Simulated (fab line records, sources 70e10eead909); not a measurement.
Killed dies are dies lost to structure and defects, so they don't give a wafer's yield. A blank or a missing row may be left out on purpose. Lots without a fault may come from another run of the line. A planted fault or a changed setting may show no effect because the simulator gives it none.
Chamber matching | flow nand_harc | NHARC_A_BLC_ALD_23 on ald_metal-04: 4 sister chambers
The step deposits TiN, target thk 3 nm, pulse time 1 s, ald cycles 150. 8 wafers are shown with their chamber, then 7 later ones without.

WAFERS WITH THEIR CHAMBER
wafer  | chamber | heater_power_w (W) | precursor_pulse_height_rel
L103.5 | 0       | 960                | 1.039
L103.6 | 3       | 981                | 1.018
L102.2 | 3       | 979                | 0.997
L102.3 | 0       | 951                | 0.998
L112.5 | 2       | 1007               | 1.016
L119.5 | 2       | 1029               | 1.018
L118.3 | 1       | 1081               | 1.005
L118.4 | 1       | 1097               | 0.991

WAFERS WITHOUT THEIR CHAMBER
wafer  | heater_power_w (W) | precursor_pulse_height_rel
L118.6 | 937                | 1.040
L122.1 | 1100               | 0.987
L122.3 | 1048               | 1.004
L122.4 | 1090               | 1.059
L124.3 | 1079               | 0.970
L124.4 | 1060               | 0.997
L124.5 | 942                | 0.963

WHICH CHAMBER EACH WENT THROUGH
wafer  | from the rows above     | in truth
L118.6 | 0                       | 0
L122.1 | 1                       | 1
L122.3 | can't be placed: 2 or 1 | 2
L122.4 | 1                       | 1
L124.3 | 1                       | 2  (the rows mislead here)
L124.4 | can't be placed: 1 or 2 | 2
L124.5 | can't be placed: 0 or 3 | 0
Placed correctly: 3 of 7. Can't be placed from these rows: 3 (the true chamber is among the candidates in 3). Placed wrongly: 1.
How it was worked out, from the rows above alone: a wafer's distance from a chamber is the root of the sum, over the readings, of the square of ((its reading less the chamber's mean) divided by the reading's scatter). The wafer belongs to the nearest chamber; if the next one is less than 2 further off, it can't be placed. A chamber's mean is the mean of its shown wafers. The scatter: the root of (the sum of the squares of (reading less its chamber's mean) over the shown wafers, divided by (wafers less chambers)).
